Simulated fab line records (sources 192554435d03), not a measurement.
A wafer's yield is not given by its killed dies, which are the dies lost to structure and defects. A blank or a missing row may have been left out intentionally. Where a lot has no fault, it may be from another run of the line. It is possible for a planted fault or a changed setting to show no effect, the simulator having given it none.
Which tool did it? :: flow n5Finfet :: Sampling: 24 lots, 72 wafers, 5 of 1938 route steps

== WHAT THE GAUGES SHOWED, per wafer ==
N5_BEOL_M8_RS_MEAS_57: measurement is done with a four-point probe. Usual: M8_RS gives 0.287 ohm/sq (standard deviation 0.0094).
lot: L074
measured: day 9 14:47
on: filmMetro-02
M8_RS (ohm/sq): 0.274 0.285 0.284
flag: 

lot: L075
measured: day 9 17:48
on: filmMetro-01
M8_RS (ohm/sq): 0.300 0.287 0.274
flag: 

lot: L076
measured: day 10 00:52
on: filmMetro-02
M8_RS (ohm/sq): 0.300 0.284 0.296
flag: 

lot: L077
measured: day 10 04:17
on: filmMetro-02
M8_RS (ohm/sq): 0.282 0.274 0.280
flag: 

lot: L078
measured: day 10 10:20
on: filmMetro-01
M8_RS (ohm/sq): 0.302 0.282 0.284
flag: 

lot: L079
measured: day 10 11:38
on: filmMetro-02
M8_RS (ohm/sq): 0.273 0.286 0.282
flag: 

lot: L080
measured: day 11 03:09
on: filmMetro-02
M8_RS (ohm/sq): 0.287 0.288 0.286
flag: 

lot: L081
measured: day 11 03:39
on: filmMetro-01
M8_RS (ohm/sq): 0.280 0.299 0.298
flag: 

lot: L082
measured: day 11 13:54
on: filmMetro-02
M8_RS (ohm/sq): 0.275 0.290 0.283
flag: 

lot: L084
measured: day 11 22:05
on: filmMetro-02
M8_RS (ohm/sq): 0.292 0.292 0.288
flag: 

lot: L083
measured: day 11 22:41
on: filmMetro-02
M8_RS (ohm/sq): 0.305 0.304 0.293
flag: 

lot: L086
measured: day 12 06:35
on: filmMetro-02
M8_RS (ohm/sq): 0.286 0.310 0.310
flag: 

lot: L085
measured: day 12 13:43
on: filmMetro-01
M8_RS (ohm/sq): 0.297 0.297 0.289
flag: 

lot: L087
measured: day 13 05:22
on: filmMetro-02
M8_RS (ohm/sq): 0.286 0.294 0.277
flag: 

lot: L090
measured: day 13 15:40
on: filmMetro-02
M8_RS (ohm/sq): 0.283 0.282 0.298
flag: 

lot: L088
measured: day 13 16:34
on: filmMetro-01
M8_RS (ohm/sq): 0.284 0.286 0.281
flag: 

lot: L091
measured: day 13 18:46
on: filmMetro-01
M8_RS (ohm/sq): 0.282 0.277 0.274
flag: 

lot: L089
measured: day 13 19:13
on: filmMetro-01
M8_RS (ohm/sq): 0.285 0.295 0.284
flag: 

lot: L093
measured: day 14 07:04
on: filmMetro-02
M8_RS (ohm/sq): 0.282 0.289 0.288
flag: 

lot: L092
measured: day 14 08:20
on: filmMetro-02
M8_RS (ohm/sq): 0.294 0.270 0.287
flag: 

lot: L094
measured: day 14 13:51
on: filmMetro-01
M8_RS (ohm/sq): 0.295 0.299 0.277
flag: 

lot: L095
measured: day 15 03:09
on: filmMetro-02
M8_RS (ohm/sq): 0.298 0.281 0.280
flag: 

lot: L096
measured: day 16 00:11
on: filmMetro-02
M8_RS (ohm/sq): 0.282 0.284 0.286
flag: 

lot: L097
measured: day 16 00:26
on: filmMetro-02
M8_RS (ohm/sq): 0.277 0.315 0.289
flag: 

N5_BEOL_M9_INSPECT_13: inspects for defects (brightfield). Usual: rawDefectCount 367, standard deviation 83.
lot: L074
measured: day 9 16:39
on: defectInspect-02
rawDefectCount: 468 364 350
flag: 

lot: L075
measured: day 9 20:11
on: defectInspect-02
rawDefectCount: 392 348 360
flag: 

lot: L076
measured: day 10 03:09
on: defectInspect-02
rawDefectCount: 331 433 309
flag: 

lot: L077
measured: day 10 06:28
on: defectInspect-01
rawDefectCount: 310 470 406
flag: 

lot: L078
measured: day 10 12:50
on: defectInspect-02
rawDefectCount: 462 299 325
flag: 

lot: L079
measured: day 10 13:30
on: defectInspect-01
rawDefectCount: 448 348 431
flag: 

lot: L080
measured: day 11 06:29
on: defectInspect-02
rawDefectCount: 218 256 313
flag: 

lot: L081
measured: day 11 06:38
on: defectInspect-02
rawDefectCount: 349 352 368
flag: 

lot: L082
measured: day 11 16:22
on: defectInspect-02
rawDefectCount: 372 260 314
flag: 

lot: L084
measured: day 12 01:13
on: defectInspect-02
rawDefectCount: 284 541 399
flag: 

lot: L083
measured: day 12 01:37
on: defectInspect-02
rawDefectCount: 262 309 312
flag: 

lot: L086
measured: day 12 07:51
on: defectInspect-02
rawDefectCount: 398 375 447
flag: 

lot: L085
measured: day 12 18:55
on: defectInspect-02
rawDefectCount: 471 467 441
flag: 

lot: L087
measured: day 13 08:57
on: defectInspect-01
rawDefectCount: 341 399 277
flag: 

lot: L090
measured: day 13 17:13
on: defectInspect-02
rawDefectCount: 279 285 270
flag: 

lot: L088
measured: day 13 18:56
on: defectInspect-01
rawDefectCount: 425 275 393
flag: 

lot: L091
measured: day 13 22:11
on: defectInspect-02
rawDefectCount: 477 398 670
flag: 

lot: L089
measured: day 13 22:20
on: defectInspect-01
rawDefectCount: 317 289 322
flag: 

lot: L093
measured: day 14 10:43
on: defectInspect-01
rawDefectCount: 393 437 554
flag: 

lot: L092
measured: day 14 11:07
on: defectInspect-02
rawDefectCount: 374 331 445
flag: 

lot: L094
measured: day 14 18:20
on: defectInspect-01
rawDefectCount: 287 449 387
flag: 

lot: L095
measured: day 15 05:24
on: defectInspect-02
rawDefectCount: 258 295 300
flag: 

lot: L096
measured: day 16 01:41
on: defectInspect-01
rawDefectCount: 350 457 340
flag: 

lot: L097
measured: day 16 01:57
on: defectInspect-02
rawDefectCount: 275 382 378
flag: 

N5_BEOL_M9_INSPECT_58: inspects for defects (darkfield). Usual: rawDefectCount 69, standard deviation 19.
lot: L074
measured: day 9 21:37
on: defectInspect-02
rawDefectCount: 57 82 46
flag: 

lot: L075
measured: day 10 03:02
on: defectInspect-01
rawDefectCount: 48 48 59
flag: 

lot: L076
measured: day 10 07:47
on: defectInspect-01
rawDefectCount: 94 76 107
flag: 

lot: L077
measured: day 10 11:16
on: defectInspect-01
rawDefectCount: 73 74 89
flag: 

lot: L078
measured: day 10 17:25
on: defectInspect-01
rawDefectCount: 76 52 78
flag: 

lot: L079
measured: day 10 19:34
on: defectInspect-02
rawDefectCount: 78 86 101
flag: 

lot: L080
measured: day 11 12:38
on: defectInspect-02
rawDefectCount: 72 97 87
flag: 

lot: L081
measured: day 11 11:18
on: defectInspect-02
rawDefectCount: 79 48 78
flag: 

lot: L082
measured: day 11 21:54
on: defectInspect-02
rawDefectCount: 73 51 71
flag: 

lot: L084
measured: day 12 07:54
on: defectInspect-02
rawDefectCount: 58 121 75
flag: 

lot: L083
measured: day 12 08:07
on: defectInspect-02
rawDefectCount: 73 64 50
flag: 

lot: L086
measured: day 12 17:23
on: defectInspect-01
rawDefectCount: 50 55 53
flag: 

lot: L085
measured: day 12 23:08
on: defectInspect-01
rawDefectCount: 69 79 49
flag: 

lot: L087
measured: day 13 15:23
on: defectInspect-02
rawDefectCount: 104 53 78
flag: 

lot: L090
measured: day 13 23:32
on: defectInspect-01
rawDefectCount: 69 64 44
flag: 

lot: L088
measured: day 13 23:48
on: defectInspect-01
rawDefectCount: 46 43 53
flag: 

lot: L091
measured: day 14 02:27
on: defectInspect-01
rawDefectCount: 73 83 71
flag: 

lot: L089
measured: day 14 02:32
on: defectInspect-01
rawDefectCount: 84 87 52
flag: 

lot: L093
measured: day 14 23:44
on: defectInspect-01
rawDefectCount: 48 58 55
flag: 

lot: L092
measured: day 15 00:35
on: defectInspect-01
rawDefectCount: 69 65 58
flag: 

lot: L094
measured: day 15 00:16
on: defectInspect-01
rawDefectCount: 60 79 111
flag: 

lot: L095
measured: day 15 13:07
on: defectInspect-02
rawDefectCount: 81 69 70
flag: 

lot: L096
measured: day 16 07:20
on: defectInspect-02
rawDefectCount: 52 49 51
flag: 

lot: L097
measured: day 16 08:01
on: defectInspect-02
rawDefectCount: 60 96 70
flag: 

== TOOL THAT RAN EACH LOT (tool first, then ch and the chambers of the sampled wafers, then the start) ==
lot: L074
N5_BEOL_M9_VIA_ETCH_34: rieDiel-01 ch 1,3, day 9 18:37
N5_BEOL_M9_SURFACE_TREAT_79: pvdSputter-01, day 9 20:08

lot: L075
N5_BEOL_M9_VIA_ETCH_34: rieDiel-03 ch 0,1,2, day 9 22:26
N5_BEOL_M9_SURFACE_TREAT_79: pvdSputter-01, day 10 00:31

lot: L076
N5_BEOL_M9_VIA_ETCH_34: rieDiel-04 ch 0,1,3, day 10 04:44
N5_BEOL_M9_SURFACE_TREAT_79: pvdSputter-02, day 10 06:31

lot: L077
N5_BEOL_M9_VIA_ETCH_34: rieDiel-04 ch 0,2,3, day 10 08:46
N5_BEOL_M9_SURFACE_TREAT_79: pvdSputter-01, day 10 10:01

lot: L078
N5_BEOL_M9_VIA_ETCH_34: rieDiel-01 ch 0,1,3, day 10 14:50
N5_BEOL_M9_SURFACE_TREAT_79: pvdSputter-01, day 10 16:07

lot: L079
N5_BEOL_M9_VIA_ETCH_34: rieDiel-01 ch 1,2,3, day 10 15:15
N5_BEOL_M9_SURFACE_TREAT_79: pvdSputter-03, day 10 16:30

lot: L080
N5_BEOL_M9_VIA_ETCH_34: rieDiel-04 ch 0,3, day 11 09:16
N5_BEOL_M9_SURFACE_TREAT_79: pvdSputter-03, day 11 11:25

lot: L081
N5_BEOL_M9_VIA_ETCH_34: rieDiel-03 ch 1,2,3, day 11 08:44
N5_BEOL_M9_SURFACE_TREAT_79: pvdSputter-02, day 11 10:07

lot: L082
N5_BEOL_M9_VIA_ETCH_34: rieDiel-04 ch 1,3, day 11 18:37
N5_BEOL_M9_SURFACE_TREAT_79: pvdSputter-01, day 11 20:16

lot: L084
N5_BEOL_M9_VIA_ETCH_34: rieDiel-04 ch 0,1, day 12 05:16
N5_BEOL_M9_SURFACE_TREAT_79: pvdSputter-01, day 12 06:45

lot: L083
N5_BEOL_M9_VIA_ETCH_34: rieDiel-04 ch 1,2,3, day 12 05:41
N5_BEOL_M9_SURFACE_TREAT_79: pvdSputter-03, day 12 06:58

lot: L086
N5_BEOL_M9_VIA_ETCH_34: rieDiel-04 ch 0,1,3, day 12 11:34
N5_BEOL_M9_SURFACE_TREAT_79: pvdSputter-03, day 12 13:34

lot: L085
N5_BEOL_M9_VIA_ETCH_34: rieDiel-04 ch 0,1, day 12 20:00
N5_BEOL_M9_SURFACE_TREAT_79: pvdSputter-03, day 12 21:17

lot: L087
N5_BEOL_M9_VIA_ETCH_34: rieDiel-03 ch 0,2,3, day 13 11:47
N5_BEOL_M9_SURFACE_TREAT_79: pvdSputter-01, day 13 13:29

lot: L090
N5_BEOL_M9_VIA_ETCH_34: rieDiel-01 ch 0,1,3, day 13 21:02
N5_BEOL_M9_SURFACE_TREAT_79: pvdSputter-01, day 13 22:21

lot: L088
N5_BEOL_M9_VIA_ETCH_34: rieDiel-04 ch 0,1,3, day 13 21:04
N5_BEOL_M9_SURFACE_TREAT_79: pvdSputter-01, day 13 22:29

lot: L091
N5_BEOL_M9_VIA_ETCH_34: rieDiel-03 ch 0,2, day 13 23:25
N5_BEOL_M9_SURFACE_TREAT_79: pvdSputter-03, day 14 01:10

lot: L089
N5_BEOL_M9_VIA_ETCH_34: rieDiel-04 ch 1,2, day 13 23:28
N5_BEOL_M9_SURFACE_TREAT_79: pvdSputter-03, day 14 01:13

lot: L093
N5_BEOL_M9_VIA_ETCH_34: rieDiel-04 ch 0,2,3, day 14 21:11
N5_BEOL_M9_SURFACE_TREAT_79: pvdSputter-03, day 14 22:26

lot: L092
N5_BEOL_M9_VIA_ETCH_34: rieDiel-01 ch 0,2,3, day 14 22:04
N5_BEOL_M9_SURFACE_TREAT_79: pvdSputter-02, day 14 23:14

lot: L094
N5_BEOL_M9_VIA_ETCH_34: rieDiel-01 ch 0,2,3, day 14 21:26
N5_BEOL_M9_SURFACE_TREAT_79: pvdSputter-02, day 14 22:43

lot: L095
N5_BEOL_M9_VIA_ETCH_34: rieDiel-04 ch 0,2,3, day 15 08:53
N5_BEOL_M9_SURFACE_TREAT_79: pvdSputter-02, day 15 11:47

lot: L096
N5_BEOL_M9_VIA_ETCH_34: rieDiel-04 ch 0,3, day 16 03:06
N5_BEOL_M9_SURFACE_TREAT_79: pvdSputter-01, day 16 05:57

lot: L097
N5_BEOL_M9_VIA_ETCH_34: rieDiel-03 ch 1,2,3, day 16 03:25
N5_BEOL_M9_SURFACE_TREAT_79: pvdSputter-02, day 16 06:28
- N5_BEOL_M9_VIA_ETCH_34: etches SiCOH lowk in C4F6/O2, target depth 182.4 nm, time 68.4 s.
- N5_BEOL_M9_SURFACE_TREAT_79

== AS READ BY THE TOOLS THEMSELVES (means over the sampled wafers that have a number; for cases with no such wafer, the mark the record gives instead) ==
N5_BEOL_M9_VIA_ETCH_34. Usual: biasW 185.0 W, standard deviation 0.61; drypumpMotorCurrentA 5.9 A, standard deviation 0.58; oesProductAu 0.81 a.u., standard deviation 0.085; rfVppV 676 V, standard deviation 14; showerheadPlenumPTorr 2.85 Torr, standard deviation 0.087; throttleValvePct 20.99 %, standard deviation 0.26.
lot: L074
tool: rieDiel-01
biasW (W): 185.1
drypumpMotorCurrentA (A): 6.0
oesProductAu (a.u.): 0.82
rfVppV (V): 664
showerheadPlenumPTorr (Torr): 2.80
throttleValvePct (%): 20.96
flag: 

lot: L075
tool: rieDiel-03
biasW (W): 184.9
drypumpMotorCurrentA (A): 5.3
oesProductAu (a.u.): 0.76
rfVppV (V): 677
showerheadPlenumPTorr (Torr): 2.82
throttleValvePct (%): 20.84
flag: 

lot: L076
tool: rieDiel-04
biasW (W): 185.0
drypumpMotorCurrentA (A): 6.3
oesProductAu (a.u.): 0.82
rfVppV (V): 675
showerheadPlenumPTorr (Torr): 2.83
throttleValvePct (%): 21.14
flag: 

lot: L077
tool: rieDiel-04
biasW (W): 184.7
drypumpMotorCurrentA (A): 6.0
oesProductAu (a.u.): 0.84
rfVppV (V): 682
showerheadPlenumPTorr (Torr): 2.85
throttleValvePct (%): 21.17
flag: 

lot: L078
tool: rieDiel-01
biasW (W): 185.1
drypumpMotorCurrentA (A): 5.5
oesProductAu (a.u.): 0.81
rfVppV (V): 660
showerheadPlenumPTorr (Torr): 2.82
throttleValvePct (%): 20.92
flag: 

lot: L079
tool: rieDiel-01
biasW (W): 184.7
drypumpMotorCurrentA (A): 5.9
oesProductAu (a.u.): 0.83
rfVppV (V): 660
showerheadPlenumPTorr (Torr): 2.78
throttleValvePct (%): 20.80
flag: 

lot: L080
tool: rieDiel-04
biasW (W): 185.2
drypumpMotorCurrentA (A): 6.0
oesProductAu (a.u.): 0.85
rfVppV (V): 668
showerheadPlenumPTorr (Torr): 2.84
throttleValvePct (%): 21.15
flag: 

lot: L081
tool: rieDiel-03
biasW (W): 185.1
drypumpMotorCurrentA (A): 5.7
oesProductAu (a.u.): 0.71
rfVppV (V): 681
showerheadPlenumPTorr (Torr): 2.84
throttleValvePct (%): 21.04
flag: 

lot: L082
tool: rieDiel-04
biasW (W): 184.9
drypumpMotorCurrentA (A): 6.6
oesProductAu (a.u.): 0.72
rfVppV (V): 679
showerheadPlenumPTorr (Torr): 2.77
throttleValvePct (%): 21.19
flag: 

lot: L084
tool: rieDiel-04
biasW (W): 184.8
drypumpMotorCurrentA (A): 6.2
oesProductAu (a.u.): 0.82
rfVppV (V): 677
showerheadPlenumPTorr (Torr): 2.89
throttleValvePct (%): 21.11
flag: 

lot: L083
tool: rieDiel-04
biasW (W): 184.7
drypumpMotorCurrentA (A): 6.3
oesProductAu (a.u.): 0.77
rfVppV (V): 687
showerheadPlenumPTorr (Torr): 2.84
throttleValvePct (%): 21.17
flag: 

lot: L086
tool: rieDiel-04
biasW (W): 185.6
drypumpMotorCurrentA (A): 6.3
oesProductAu (a.u.): 0.79
rfVppV (V): 675
showerheadPlenumPTorr (Torr): 2.83
throttleValvePct (%): 21.15
flag: 

lot: L085
tool: rieDiel-04
biasW (W): 185.3
drypumpMotorCurrentA (A): 6.0
oesProductAu (a.u.): 0.86
rfVppV (V): 671
showerheadPlenumPTorr (Torr): 2.89
throttleValvePct (%): 21.13
flag: 

lot: L087
tool: rieDiel-03
biasW (W): 185.2
drypumpMotorCurrentA (A): 5.6
oesProductAu (a.u.): 0.81
rfVppV (V): 684
showerheadPlenumPTorr (Torr): 2.95
throttleValvePct (%): 20.75
flag: 

lot: L090
tool: rieDiel-01
biasW (W): 184.6
drypumpMotorCurrentA (A): 5.4
oesProductAu (a.u.): 0.78
rfVppV (V): 658
showerheadPlenumPTorr (Torr): 2.81
throttleValvePct (%): 20.95
flag: 

lot: L088
tool: rieDiel-04
biasW (W): 184.8
drypumpMotorCurrentA (A): 6.3
oesProductAu (a.u.): 0.78
rfVppV (V): 674
showerheadPlenumPTorr (Torr): 2.82
throttleValvePct (%): 21.17
flag: 

lot: L091
tool: rieDiel-03
biasW (W): 184.2
drypumpMotorCurrentA (A): 5.3
oesProductAu (a.u.): 0.88
rfVppV (V): 685
showerheadPlenumPTorr (Torr): 2.98
throttleValvePct (%): 20.69
flag: 

lot: L089
tool: rieDiel-04
biasW (W): 185.1
drypumpMotorCurrentA (A): 6.2
oesProductAu (a.u.): 0.78
rfVppV (V): 689
showerheadPlenumPTorr (Torr): 2.89
throttleValvePct (%): 21.13
flag: 

lot: L093
tool: rieDiel-04
biasW (W): 184.9
drypumpMotorCurrentA (A): 6.0
oesProductAu (a.u.): 0.80
rfVppV (V): 679
showerheadPlenumPTorr (Torr): 2.84
throttleValvePct (%): 21.22
flag: 

lot: L092
tool: rieDiel-01
biasW (W): 185.4
drypumpMotorCurrentA (A): 5.7
oesProductAu (a.u.): 0.84
rfVppV (V): 663
showerheadPlenumPTorr (Torr): 2.80
throttleValvePct (%): 20.71
flag: 

lot: L094
tool: rieDiel-01
biasW (W): 185.4
drypumpMotorCurrentA (A): 5.7
oesProductAu (a.u.): 0.84
rfVppV (V): 664
showerheadPlenumPTorr (Torr): 2.80
throttleValvePct (%): 20.70
flag: 

lot: L095
tool: rieDiel-04
biasW (W): 185.1
drypumpMotorCurrentA (A): 6.0
oesProductAu (a.u.): 0.78
rfVppV (V): 681
showerheadPlenumPTorr (Torr): 2.84
throttleValvePct (%): 21.22
flag: 

lot: L096
tool: rieDiel-04
biasW (W): 185.8
drypumpMotorCurrentA (A): 6.0
oesProductAu (a.u.): 0.81
rfVppV (V): 670
showerheadPlenumPTorr (Torr): 2.82
throttleValvePct (%): 21.21
flag: 

lot: L097
tool: rieDiel-03
biasW (W): 185.1
drypumpMotorCurrentA (A): 5.7
oesProductAu (a.u.): 0.86
rfVppV (V): 684
showerheadPlenumPTorr (Torr): 2.94
throttleValvePct (%): 20.81
flag: 

== THE ANSWER, worked out from the rows above alone ==
Rule: take the mean of a lot's wafers that have a number; if it is more than 3 standard deviations from the usual mean, the lot is off. Also off: a lot with no number at a reading for which 4 or more lots have one. Where the step has rows for the other lots, those lots are counted as sound. After the gauges, taken in route order, come the tools' own readings; for these a lot's mean is taken, as printed above. At the first step where some lot is off, the reading lying furthest off is the one used; lots without a number count as furthest.
No lot is off on any of the readings shown, so nothing can be concluded from this.

== WHAT THE SIMULATOR HAD INSERTED ==
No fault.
